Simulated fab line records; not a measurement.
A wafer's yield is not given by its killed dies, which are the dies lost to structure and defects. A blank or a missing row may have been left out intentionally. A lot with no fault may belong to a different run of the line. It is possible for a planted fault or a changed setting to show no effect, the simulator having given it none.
fab line records ; flow n5Finfet
[record] lots = 7; wafers = 21
route steps=1938 shown WELL_APT@36 FIN_SAQP@99 FIN_CUT@155 DUMMY_GATE@224 SD_EPI_N@278
startH: hours from the record's first day to the start of the lot's first wafer shown ; waitH: hours from the lot's prior step to this one ; " unchanged from the row above ; L1.1+2: a single row standing in for several wafers ; - value missing, or start not given ; * or withheld: withheld ; < > ~ a bound
route shown NAME@n: a module of which the file shows steps, and the number in the route of the first ; usual: average and standard deviation across the fault-free wafers ; same: alike in all rows ; chamber/n: place in a boat ; sites: the reading at each site ; _std_site: how widely they spread, as a standard deviation ; _edge_site: inner sites' mean taken away from outer sites' mean ; radiusMm: how far each site lies from the wafer's centre ; mask NAME#n: copy n ; behind: tool/chamber where the wafer was last shaped ; hold: why the lot went on hold/how many hours it stayed there/how the hold came to an end ; device: the n, p or np transistor that did not switch ; end of line: the tests these same wafers got at the end of their route ; where a step has no rows: the recipe by itself ; killed: the dies lost at the first sort to structure and to defects; this is not the yield of the wafer ; map: shows each die of a wafer: x if killed, . if not, _ if none is there
set.NAME: the setting the step ran with; set.NAME@STEP: the setting that earlier step ran with ; model.NAME: the simulator's own value behind a step, which no gauge read
lots whose settings were changed on purpose; a table a step, a row a wafer
[[steps]]
[step N5_WELL_APT_COAT_19]
[recipe] spinRpm = 1357; resistThkNm = 950
lot.wafer;tool;chamber;startH;waitH;set.spinRpm;model.coat_of_WELL_APT_COAT_19.thkNm
L079.2;lithoTrack-03;0;-;-;1220;1001
L079.5;lithoTrack-03;0;-;-;1357;945.8
L079.6;lithoTrack-03;0;-;-;1357;947.7
L080.1;lithoTrack-03;0;-;-;1357;947.8
L080.5;lithoTrack-03;0;-;-;1357;950.3
L080.6;lithoTrack-03;0;-;-;1357;951.8
L083.1;lithoTrack-04;0;-;-;1357;951.5
L083.2;lithoTrack-04;0;-;-;1219;1005
L083.4;lithoTrack-04;0;-;-;1357;948.8
L088.2;lithoTrack-03;0;-;-;1357;950.8
L088.3;lithoTrack-03;0;-;-;1357;950.1
L088.5;lithoTrack-03;0;-;-;1266;982.9
L092.2;lithoTrack-01;0;-;-;1357;953.6
L092.5;lithoTrack-01;0;-;-;1357;955
L092.6;lithoTrack-01;0;-;-;1357;955.3
L095.1;lithoTrack-03;0;-;-;1357;954.3
L095.3;lithoTrack-03;0;-;-;1357;949.1
L095.6;lithoTrack-03;0;-;-;1469;913.1
L097.2;lithoTrack-04;0;-;-;1493;905.7
L097.3;lithoTrack-04;0;-;-;1357;952.3
L097.6;lithoTrack-04;0;-;-;1493;902.4
[step N5_WELL_APT_PEB_23]
[recipe] pebTempC = 130; pebTimeS = 90
lot.wafer;tool;chamber;startH;waitH;set.pebTimeS
L079.2;lithoTrack-03;0;45.10;0.0;90
L079.5+6;lithoTrack-03;0;45.10;0.0;80.55
L080.1+5;lithoTrack-01;0;51.59;0.1;97.19
L080.6;lithoTrack-01;0;51.59;0.1;90
L083.1;lithoTrack-04;0;68.98;0.1;90
L083.2+4;lithoTrack-04;0;68.98;0.1;70.1
L088.2+5;lithoTrack-04;0;98.71;0.0;69.96
L088.3;lithoTrack-04;0;98.71;0.0;90
L092.2+5+6;lithoTrack-01;0;122.82;0.0;90
L095.1+3;lithoTrack-04;0;141.02;0.1;90
L095.6;lithoTrack-04;0;141.02;0.1;73.02
L097.2+3+6;lithoTrack-04;0;152.73;0.0;90
[step N5_WELL_APT_DEVELOP_24]
[recipe] developTimeS = 45; rinseLiquid = surfactantRinse; dry = airSpin; devTempC = 21
[step N5_WELL_APT_HARDBAKE_29]
[recipe] tempC = 130; timeS = 120
[step N5_WELL_APT_CD_MEAS_25]
[recipe] targetCdNm = 200; landingEnergyEv = 500; detector = seInlens
[usual] cdNm = 200.1/1.8
lot.wafer;tool;chamber;startH;waitH;set.pebTimeS@WELL_APT_PEB_23;cdNm
L079.2;cdSem-01;0;45.22;-;90;198.9
L079.5;cdSem-01;0;45.22;-;80.55;196.5
L079.6;cdSem-01;0;45.22;-;80.55;194.2
L080.1;cdSem-02;0;51.71;-;97.19;203.3
L080.5;cdSem-02;0;51.71;-;97.19;204.1
L080.6;cdSem-02;0;51.71;-;90;197.9
L083.1;cdSem-01;0;69.10;-;90;200.6
L083.2;cdSem-01;0;69.10;-;70.1;184.7
L083.4;cdSem-01;0;69.10;-;70.1;186.3
L088.2;cdSem-01;0;98.83;-;69.96;185.6
L088.3;cdSem-01;0;98.83;-;90;201.8
L088.5;cdSem-01;0;98.83;-;69.96;184.5
L092.2;cdSem-03;0;122.93;-;90;200.3
L092.5;cdSem-03;0;122.93;-;90;201.6
L092.6;cdSem-03;0;122.93;-;90;201.4
L095.1;cdSem-02;0;141.14;-;90;200.9
L095.3;cdSem-02;0;141.14;-;90;199.1
L095.6;cdSem-02;0;141.14;-;73.02;191.9
L097.2;cdSem-01;0;152.85;-;90;201.9
L097.3;cdSem-01;0;152.85;-;90;199.6
L097.6;cdSem-01;0;152.85;-;90;198.8
[step N5_WELL_APT_DESCUM_30]
[recipe] chemistry = O2; timeS = 7.9; sourcePowerW = 50; biasPowerW = 20; pressureMtorr = 20; rfFrequencyHz = 2.712e+07; tempC = 40; o2FlowSccm = 225
lot.wafer;tool;chamber;startH;waitH;set.pebTimeS@WELL_APT_PEB_23;model.WELL_APT.cdNm
L079.2;rieDiel-06;3;45.30;0.0;90;198.6
L079.5;rieDiel-06;0;45.30;0.0;80.55;196.3
L079.6;rieDiel-06;3;45.30;0.0;80.55;194.2
L080.1;rieDiel-06;0;52.17;0.4;97.19;203.6
L080.5;rieDiel-06;3;52.17;0.4;97.19;204
L080.6;rieDiel-06;0;52.17;0.4;90;197.9
L083.1;rieDiel-01;3;69.26;0.1;90;200.5
L083.2;rieDiel-01;1;69.26;0.1;70.1;185
L083.4;rieDiel-01;0;69.26;0.1;70.1;186.2
L088.2;rieDiel-03;0;98.92;0.0;69.96;185.9
L088.3;rieDiel-03;1;98.92;0.0;90;201.9
L088.5;rieDiel-03;1;98.92;0.0;69.96;184.7
L092.2;rieDiel-01;0;123.02;0.0;90;200.4
L092.5;rieDiel-01;3;123.02;0.0;90;201.7
L092.6;rieDiel-01;2;123.02;0.0;90;201.4
L095.1;rieDiel-06;3;141.23;0.0;90;201
L095.3;rieDiel-06;2;141.23;0.0;90;199.2
L095.6;rieDiel-06;2;141.23;0.0;73.02;191.8
L097.2;rieDiel-01;2;153.02;0.1;90;202.2
L097.3;rieDiel-01;0;153.02;0.1;90;199.9
L097.6;rieDiel-01;3;153.02;0.1;90;198.9
[step N5_FIN_SAQP_PECVD_48]
[recipe] material = SiNx; targetThkA = 250; tempC = 400; precursor = SiH4/NH3/N2; pressureTorr = 1.5; rfW = 300; timeS = 22.1
lot.wafer;tool;chamber;startH;waitH;set.timeS;model.SiNx_of_FIN_SAQP_PECVD_48.thkNm
L079.2;pecvd-01;2;50.91;0.0;22.1;24.47
L079.5;pecvd-01;1;50.91;0.0;18.79;21.21
L079.6;pecvd-01;0;50.91;0.0;18.79;21.14
L080.1;pecvd-04;2;57.88;0.0;23.34;26.06
L080.5;pecvd-04;2;57.88;0.0;22.1;24.86
L080.6;pecvd-04;0;57.88;0.0;23.34;26.07
L083.1;pecvd-01;2;75.24;0.0;20.06;22.05
L083.2;pecvd-01;1;75.24;0.0;22.1;24.47
L083.4;pecvd-01;0;75.24;0.0;22.1;25.09
L088.2;pecvd-04;1;104.72;0.0;22.1;24.61
L088.3;pecvd-04;0;104.72;0.0;20.62;22.79
L088.5;pecvd-04;1;104.72;0.0;20.62;23.62
L092.2;pecvd-04;0;128.66;0.0;22.1;25
L092.5;pecvd-04;2;128.66;0.0;22.1;24.68
L092.6;pecvd-04;0;128.66;0.0;22.1;24.78
L095.1;pecvd-04;1;148.09;0.0;22.1;24.63
L095.3;pecvd-04;1;148.09;0.0;22.1;24.88
L095.6;pecvd-04;1;148.09;0.0;22.1;25.17
L097.2;pecvd-04;1;158.98;0.0;22.1;24.51
L097.3;pecvd-04;1;158.98;0.0;22.1;24.94
L097.6;pecvd-04;0;158.98;0.0;22.1;24.84
[step N5_FIN_SAQP_HM_DEP_72]
[recipe] material = SiO2; targetThkA = 120; tempC = 400; precursor = SiH4/N2O; pressureTorr = 0.75; rfW = 275; timeS = 7.2
lot.wafer;tool;chamber;startH;waitH;set.timeS;model.SiO2_of_FIN_SAQP_HM_DEP_72.thkNm
L079.2;pecvd-03;1;51.08;0.0;8.084;13.49
L079.5;pecvd-03;1;51.08;0.0;8.084;13.83
L079.6;pecvd-03;0;51.08;0.0;7.2;12.32
L080.1;pecvd-01;0;58.04;0.0;7.2;11.94
L080.5;pecvd-01;0;58.04;0.0;6.889;11.53
L080.6;pecvd-01;1;58.04;0.0;7.2;12.08
L083.1;pecvd-03;1;75.40;0.0;8.266;13.94
L083.2;pecvd-03;2;75.40;0.0;8.266;13.93
L083.4;pecvd-03;0;75.40;0.0;8.266;14.11
L088.2;pecvd-04;0;104.88;0.0;7.2;11.85
L088.3;pecvd-04;2;104.88;0.0;7.2;11.96
L088.5;pecvd-04;1;104.88;0.0;6.545;10.69
L092.2;pecvd-01;0;128.87;0.0;7.2;11.81
L092.5;pecvd-01;1;128.87;0.0;7.2;11.91
L092.6;pecvd-01;0;128.87;0.0;7.2;11.99
L095.1;pecvd-01;0;148.30;0.0;6.442;10.52
L095.3;pecvd-01;2;148.30;0.0;7.2;12.19
L095.6;pecvd-01;2;148.30;0.0;6.442;10.93
L097.2;pecvd-01;2;159.19;0.0;7.2;11.99
L097.3;pecvd-01;0;159.19;0.0;7.2;11.73
L097.6;pecvd-01;0;159.19;0.0;7.2;11.93
[step N5_FIN_SAQP_COAT_49]
[recipe] resist = SOC; tempC = 250; timeS = 60; spinRpm = 1500; resistThkNm = 100
[step N5_FIN_SAQP_COAT_50]
[recipe] resist = SiARC; tempC = 220; timeS = 60; spinRpm = 1500; resistThkNm = 35
[step N5_FIN_SAQP_ETCH_52]
[recipe] chemistry = N2/H2; target = SOC; targetDepthA = 1000; overetchA = 200; maskMaterial = SiARC; tempC = 40; timeS = 150; ionEnergyEv = 200; pressureMtorr = 30; sourceW = 840; biasW = 150; n2FlowSccm = 200; h2FlowSccm = 200; ends = endPoint
[step N5_FIN_SAQP_STRIP_53]
[recipe] chemistry = N2/H2; tempC = 40; n2FlowSccm = 200; h2FlowSccm = 200; rfFrequencyHz = 6e+07
[step N5_FIN_SAQP_HM_OPEN_73]
[recipe] chemistry = CHF3/O2; target = SiO2; stopOn = a-Si; targetDepthA = 120; overEtchFrac = 1.8; maskMaterial = SOC; timeS = 16.8; pressureMtorr = 30; sourceW = 650; biasW = 170; Ar_flow_sccm = 200; CHF3_flow_sccm = 50; O2_flow_sccm = 5; ionEnergyEv = 200; ends = endPoint
lot.wafer;tool;chamber;startH;waitH;set.timeS@FIN_SAQP_HM_DEP_72;model.etch.depthNm
L079.2;rieDiel-06;0;52.11;0.0;8.084;13.49
L079.5;rieDiel-06;2;52.11;0.0;8.084;13.83
L079.6;rieDiel-06;3;52.11;0.0;7.2;12.32
L080.1;rieDiel-03;1;58.66;0.0;7.2;11.94
L080.5;rieDiel-03;0;58.66;0.0;6.889;11.53
L080.6;rieDiel-03;1;58.66;0.0;7.2;12.08
L083.1;rieDiel-01;1;76.86;0.0;8.266;13.94
L083.2;rieDiel-01;2;76.86;0.0;8.266;13.93
L083.4;rieDiel-01;3;76.86;0.0;8.266;14.11
L088.2;rieDiel-03;1;105.64;0.0;7.2;11.85
L088.3;rieDiel-03;3;105.64;0.0;7.2;11.96
L088.5;rieDiel-03;0;105.64;0.0;6.545;10.69
L092.2;rieDiel-06;1;129.61;0.0;7.2;11.81
L092.5;rieDiel-06;3;129.61;0.0;7.2;11.91
L092.6;rieDiel-06;2;129.61;0.0;7.2;11.99
L095.1;rieDiel-01;0;149.04;0.0;6.442;10.52
L095.3;rieDiel-01;3;149.04;0.0;7.2;12.19
L095.6;rieDiel-01;1;149.04;0.0;6.442;10.93
L097.2;rieDiel-01;3;160.06;0.0;7.2;11.99
L097.3;rieDiel-01;1;160.06;0.0;7.2;11.73
L097.6;rieDiel-01;0;160.06;0.0;7.2;11.93
[step N5_FIN_SAQP_STRIP_74]
[recipe] chemistry = CHF3/O2; resist = SiARC; rfFrequencyHz = 6e+07
[step N5_FIN_SAQP_MANDREL_ETCH_22]
[recipe] targetDepthA = 600; chemistry = HBr/Cl2; target = a-Si; stopOn = SiNx; btTimeS = 10; overEtchFrac = 0.5; timeS = 30; pressureMtorr = 10; icpW = 800; biasW = 75; HBr_flow_sccm = 150; Cl2_flow_sccm = 80; ends = endPoint
[step N5_FIN_SAQP_MANDREL1_REMOVE_56]
[recipe] chemistry = HBr/Cl2/O2; btTimeS = 10; target = a-Si; stopOn = SiNx; endpoint = OES-SiCl; overEtchFrac = 1; icpW = 600; biasW = 22; HBr_flow_sccm = 150; Cl2_flow_sccm = 80; O2_flow_sccm = 5; pressureMtorr = 10
[step N5_FIN_SAQP_ETCH_57]
[recipe] chemistry = CH3F/O2; target = SiNx; maskMaterial = SiO2; targetDepthA = 325; timeS = 46.4; pressureMtorr = 30; sourceW = 395; biasW = 73; Ar_flow_sccm = 150; CH3F_flow_sccm = 30; O2_flow_sccm = 20; ionEnergyEv = 120; ends = cleared
[usual] etchRfOnTimeS = 46.5/1.1
lot.wafer;tool;chamber;startH;waitH;set.timeS@FIN_SAQP_PECVD_48;etchRfOnTimeS;model.etch.depthNm
L079.2;rieDiel-01;3;54.00;0.1;22.1;45.8;24.31
L079.5;rieDiel-01;1;54.00;0.1;18.79;39.1;21.08
L079.6;rieDiel-01;2;54.00;0.1;18.79;39.9;20.98
L080.1;rieDiel-03;3;60.53;0.0;23.34;48.8;26.03
L080.5;rieDiel-03;3;60.53;0.0;22.1;46.2;24.83
L080.6;rieDiel-03;0;60.53;0.0;23.34;48.4;25.9
L083.1;rieDiel-01;3;79.14;0.2;20.06;41.2;22.05
L083.2;rieDiel-01;0;79.14;0.2;22.1;45.1;24.47
L083.4;rieDiel-01;1;79.14;0.2;22.1;45.6;25.05
L088.2;rieDiel-03;1;107.51;0.0;22.1;45.6;24.61
L088.3;rieDiel-03;0;107.51;0.0;20.62;43.0;22.79
L088.5;rieDiel-03;1;107.51;0.0;20.62;43.4;23.43
L092.2;rieDiel-01;1;131.70;0.1;22.1;45.9;25
L092.5;rieDiel-01;3;131.70;0.1;22.1;46.2;24.5
L092.6;rieDiel-01;2;131.70;0.1;22.1;46.9;24.73
L095.1;rieDiel-01;3;151.29;0.0;22.1;46.7;24.63
L095.3;rieDiel-01;0;151.29;0.0;22.1;45.6;24.82
L095.6;rieDiel-01;0;151.29;0.0;22.1;45.9;25.17
L097.2;rieDiel-03;1;162.14;0.0;22.1;45.2;24.35
L097.3;rieDiel-03;0;162.14;0.0;22.1;46.2;24.84
L097.6;rieDiel-03;2;162.14;0.0;22.1;47.4;24.71
[step N5_FIN_SAQP_FIN_ETCH_36]
[recipe] chemistry = HBr/Cl2/O2; targetDepthA = 1200; maskMaterial = SiNx; timeS = 50.4; biasW = 102; pressureMtorr = 10; icpW = 800; HBr_flow_sccm = 150; Cl2_flow_sccm = 80; O2_flow_sccm = 12
lot.wafer;tool;chamber;startH;waitH;set.icpW;model.etch.depthNm;model.FIN_SAQP.featureDepthNm
L079.2;rieSi-03;3;55.86;0.0;731.9;115.5;115.6
L079.5;rieSi-03;2;55.86;0.0;800;119.5;119.4
L079.6;rieSi-03;3;55.86;0.0;731.9;115.6;115.6
L080.1;rieSi-03;1;62.78;0.0;752.7;115.9;116
L080.5;rieSi-03;1;62.78;0.0;800;121.1;121.2
L080.6;rieSi-03;2;62.78;0.0;752.7;114.9;114.8
L083.1;rieSi-05;1;81.05;0.0;800;119.3;119.4
L083.2;rieSi-05;3;81.05;0.0;800;121.5;121.6
L083.4;rieSi-05;0;81.05;0.0;800;120.4;120.4
L088.2;rieSi-05;2;109.34;0.0;800;118.5;118.4
L088.3;rieSi-05;1;109.34;0.0;800;119.3;119.2
L088.5;rieSi-05;1;109.34;0.0;800;118.4;118.4
L092.2;rieSi-02;3;133.53;0.0;800;122.1;122.2
L092.5;rieSi-02;3;133.53;0.0;800;120.7;120.8
L092.6;rieSi-02;0;133.53;0.0;800;122.4;122.4
L095.1;rieSi-05;0;153.12;0.0;800;121.3;121.2
L095.3;rieSi-05;1;153.12;0.0;844.2;121.3;121.4
L095.6;rieSi-05;0;153.12;0.0;844.2;123.9;123.8
L097.2;rieSi-02;0;164.10;0.0;715.7;116.8;116.8
L097.3;rieSi-02;3;164.10;0.0;715.7;115.4;115.4
L097.6;rieSi-02;3;164.10;0.0;800;122.1;122.2
[step N5_FIN_CUT_COAT_19]
[recipe] resist = SiARC; tempC = 220; timeS = 60; spinRpm = 1500; resistThkNm = 20
lot.wafer;tool;chamber;startH;waitH;set.spinRpm;model.SiARC_of_FIN_CUT_COAT_19.thkNm
L079.2+5+6;lithoTrack-02;0;-;-;1500;20
L080.1+5+6;lithoTrack-01;0;-;-;1500;20
L083.1+2;lithoTrack-02;0;-;-;1500;20
L083.4;lithoTrack-02;0;-;-;1379;21
L088.2;lithoTrack-04;0;-;-;1500;20
L088.3;lithoTrack-04;0;-;-;1575;19.6
L088.5;lithoTrack-04;0;-;-;1500;20.2
L092.2+5+6;lithoTrack-02;0;-;-;1500;20
L095.1+3+6;lithoTrack-02;0;-;-;1500;20
L097.2+6;lithoTrack-02;0;-;-;1419;20.6
L097.3;lithoTrack-02;0;-;-;1500;20
[step N5_FIN_CUT_COAT_29]
[recipe] resist = underlayer; tempC = 205; timeS = 60; spinRpm = 1500; resistThkNm = 10
[step N5_FIN_CUT_COAT_02]
[recipe] resist = CAR-EUV; spinRpm = 1500; resistThkNm = 30
[step N5_FIN_CUT_DESCUM_13]
[recipe] chemistry = O2; timeS = 7; sourcePowerW = 50; biasPowerW = 20; pressureMtorr = 20; rfFrequencyHz = 2.712e+07; tempC = 40; resist = CAR-EUV; o2FlowSccm = 225
[step N5_FIN_CUT_ETCH_30]
[recipe] chemistry = N2/H2; target = underlayer; targetDepthA = 130; maskMaterial = CAR-EUV; timeS = 10.4; ionEnergyEv = 200; pressureMtorr = 30; sourceW = 840; biasW = 150; n2FlowSccm = 200; h2FlowSccm = 200; ends = cleared
[step N5_FIN_CUT_ETCH_20]
[recipe] chemistry = CF4; target = SiARC; targetDepthA = 260; maskMaterial = CAR-EUV; timeS = 43.3; ionEnergyEv = 80; pressureMtorr = 40; sourceW = 545; biasW = 36; Ar_flow_sccm = 100; cf4FlowSccm = 100; ends = cleared
lot.wafer;tool;chamber;startH;waitH;set.spinRpm@FIN_CUT_COAT_19;model.etch.depthNm
L079.2;rieDiel-02;2;56.90;0.0;1500;20.04
L079.5;rieDiel-02;0;56.90;0.0;1500;20.06
L079.6;rieDiel-02;1;56.90;0.0;1500;20.07
L080.1;rieDiel-05;0;63.98;0.0;1500;19.92
L080.5;rieDiel-05;0;63.98;0.0;1500;19.99
L080.6;rieDiel-05;3;63.98;0.0;1500;19.98
L083.1+2;rieDiel-05;3,2;81.78;0.0;1500;20.07
L083.4;rieDiel-05;1;81.78;0.0;1379;20.91
L088.2;rieDiel-02;2;110.20;0.0;1500;20.08
L088.3;rieDiel-02;3;110.20;0.0;1575;19.64
L088.5;rieDiel-02;1;110.20;0.0;1500;20.13
L092.2;rieDiel-05;1;134.38;0.0;1500;20.06
L092.5;rieDiel-05;1;134.38;0.0;1500;20.04
L092.6;rieDiel-05;2;134.38;0.0;1500;19.99
L095.1;rieDiel-05;3;153.87;0.0;1500;20.09
L095.3;rieDiel-05;1;153.87;0.0;1500;20.04
L095.6;rieDiel-05;3;153.87;0.0;1500;20.01
L097.2;rieDiel-05;1;164.90;0.0;1419;20.67
L097.3;rieDiel-05;2;164.90;0.0;1500;20.1
L097.6;rieDiel-05;0;164.90;0.0;1419;20.63
[step N5_FIN_CUT_ETCH_21]
[recipe] chemistry = N2/H2; target = SOC; targetDepthA = 2190; overetchA = 438; maskMaterial = SiARC; tempC = 40; ionEnergyEv = 100; biasW = 61; timeS = 523.5; pressureMtorr = 30; sourceW = 850; n2FlowSccm = 200; h2FlowSccm = 200
lot.wafer;tool;chamber;startH;waitH;set.spinRpm@FIN_CUT_COAT_19;model.SiARC_of_FIN_CUT_COAT_19.thkNm
L079.2;rieDiel-02;2;56.94;0.0;1500;11.6
L079.5;rieDiel-02;0;56.94;0.0;1500;12
L079.6;rieDiel-02;1;56.94;0.0;1500;11.8
L080.1+6;rieDiel-05;0,3;64.02;0.0;1500;11.8
L080.5;rieDiel-05;0;64.02;0.0;1500;12
L083.1+2;rieDiel-05;3,2;81.82;0.0;1500;12
L083.4;rieDiel-05;1;81.82;0.0;1379;12.6
L088.2;rieDiel-02;2;110.23;0.0;1500;11.8
L088.3;rieDiel-02;3;110.23;0.0;1575;11.6
L088.5;rieDiel-02;1;110.23;0.0;1500;12
L092.2+5+6;rieDiel-05;1,1,2;134.42;0.0;1500;12
L095.1;rieDiel-05;3;153.91;0.0;1500;12
L095.3+6;rieDiel-05;1,3;153.91;0.0;1500;11.8
L097.2+6;rieDiel-05;1,0;164.93;0.0;1419;12.6
L097.3;rieDiel-05;2;164.93;0.0;1500;12
[step N5_DUMMY_GATE_COAT_28]
[recipe] resist = underlayer; tempC = 205; timeS = 60; spinRpm = 1500; resistThkNm = 10
lot.wafer;tool;chamber;startH;waitH;set.spinRpm;model.underlayer_of_DUMMY_GATE_COAT_28.thkNm
L079.2;lithoTrack-05;0;-;-;1353;10.4
L079.5+6;lithoTrack-05;0;-;-;1500;10
L080.1;lithoTrack-02;0;-;-;1576;9.8
L080.5+6;lithoTrack-02;0;-;-;1500;10
L083.1+4;lithoTrack-03;0;-;-;1500;10
L083.2;lithoTrack-03;0;-;-;1602;9.6
L088.2+5;lithoTrack-02;0;-;-;1500;10
L088.3;lithoTrack-02;0;-;-;1564;9.8
L092.2+5+6;lithoTrack-02;0;-;-;1500;10
L095.1;lithoTrack-02;0;-;-;1500;10
L095.3;lithoTrack-02;0;-;-;1436;10.4
L095.6;lithoTrack-02;0;-;-;1436;10.2
L097.2+3;lithoTrack-03;0;-;-;1500;10
L097.6;lithoTrack-03;0;-;-;1602;9.6
[step N5_SD_EPI_N_ETCH_45]
[recipe] chemistry = CH3F/O2; target = SiOCN; targetDepthA = 60; maskMaterial = SOC; ionEnergyEv = 60; biasW = 29; pressureMtorr = 15; sourceW = 410; Ar_flow_sccm = 150; CH3F_flow_sccm = 30; O2_flow_sccm = 20
lot.wafer;tool;chamber;startH;waitH;set.targetDepthA;model.etch.depthNm
L079.2;rieDiel-03;1;78.17;0.1;60;5.98
L079.5;rieDiel-03;1;78.17;0.1;60;5.978
L079.6;rieDiel-03;0;78.17;0.1;67.02;6.642
L080.1;rieDiel-01;0;85.68;0.1;60;6.034
L080.5;rieDiel-01;3;85.68;0.1;60;5.856
L080.6;rieDiel-01;0;85.68;0.1;60;5.976
L083.1;rieDiel-03;0;105.18;0.1;63.75;6.236
L083.2;rieDiel-03;2;105.18;0.1;60;5.785
L083.4;rieDiel-03;1;105.18;0.1;63.75;6.399
L088.2;rieDiel-06;2;131.23;0.1;66.81;6.786
L088.3;rieDiel-06;3;131.23;0.1;66.81;6.546
L088.5;rieDiel-06;2;131.23;0.1;60;6.049
L092.2;rieDiel-06;0;157.76;0.1;60;6.052
L092.5;rieDiel-06;3;157.76;0.1;60;5.992
L092.6;rieDiel-06;2;157.76;0.1;60;6.103
L095.1;rieDiel-03;1;183.90;0.1;56.9;5.832
L095.3;rieDiel-03;2;183.90;0.1;56.9;5.588
L095.6;rieDiel-03;1;183.90;0.1;60;6.062
L097.2;rieDiel-03;2;188.35;0.1;60;5.784
L097.3;rieDiel-03;1;188.35;0.1;54.1;5.456
L097.6;rieDiel-03;3;188.35;0.1;60;5.92
[[key]]
[split] step = N5_WELL_APT_COAT_19; setting = spinRpm; stated = 1357; by = wafer
[response] step = N5_WELL_APT_COAT_19; reading = model.coat_of_WELL_APT_COAT_19.thkNm; change = -5.06; per = 1%; r = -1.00
[split] step = N5_WELL_APT_PEB_23; setting = pebTimeS; stated = 90; by = wafer
[response] step = N5_WELL_APT_CD_MEAS_25; reading = cdNm; change = +0.624; per = 1%; r = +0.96
[response] step = N5_WELL_APT_DESCUM_30; reading = model.WELL_APT.cdNm; change = +0.617; per = 1%; r = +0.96
[split] step = N5_FIN_SAQP_PECVD_48; setting = timeS; stated = 22.1; by = wafer
[response] step = N5_FIN_SAQP_PECVD_48; reading = model.SiNx_of_FIN_SAQP_PECVD_48.thkNm; change = +0.235; per = 1%; r = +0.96
[response] step = N5_FIN_SAQP_ETCH_57; reading = etchRfOnTimeS; change = *; per = 1%; r = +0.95
[response] step = N5_FIN_SAQP_ETCH_57; reading = model.etch.depthNm; change = +0.235; per = 1%; r = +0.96
[split] step = N5_FIN_SAQP_HM_DEP_72; setting = timeS; stated = 7.2; by = wafer
[response] step = N5_FIN_SAQP_HM_DEP_72; reading = model.SiO2_of_FIN_SAQP_HM_DEP_72.thkNm; change = +0.124; per = 1%; r = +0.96
[response] step = N5_FIN_SAQP_HM_OPEN_73; reading = model.etch.depthNm; change = +0.124; per = 1%; r = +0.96
[split] step = N5_FIN_SAQP_FIN_ETCH_36; setting = icpW; stated = 800; by = wafer
[response] step = N5_FIN_SAQP_FIN_ETCH_36; reading = model.etch.depthNm; change = +0.554; per = 1%; r = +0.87
[response] step = N5_FIN_SAQP_FIN_ETCH_36; reading = model.FIN_SAQP.featureDepthNm; change = +0.557; per = 1%; r = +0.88
[split] step = N5_FIN_CUT_COAT_19; setting = spinRpm; stated = 1500; by = wafer
[response] step = N5_FIN_CUT_COAT_19; reading = model.SiARC_of_FIN_CUT_COAT_19.thkNm; change = -0.116; per = 1%; r = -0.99
[response] step = N5_FIN_CUT_ETCH_20; reading = model.etch.depthNm; change = -0.102; per = 1%; r = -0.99
[response] step = N5_FIN_CUT_ETCH_21; reading = model.SiARC_of_FIN_CUT_COAT_19.thkNm; change = -0.0803; per = 1%; r = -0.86
[split] step = N5_DUMMY_GATE_COAT_28; setting = spinRpm; stated = 1500; by = wafer
[response] step = N5_DUMMY_GATE_COAT_28; reading = model.underlayer_of_DUMMY_GATE_COAT_28.thkNm; change = -0.0499; per = 1%; r = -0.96
[split] step = N5_SD_EPI_N_ETCH_45; setting = targetDepthA; stated = 60; by = wafer
[response] step = N5_SD_EPI_N_ETCH_45; reading = model.etch.depthNm; change = +0.0556; per = 1%; r = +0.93
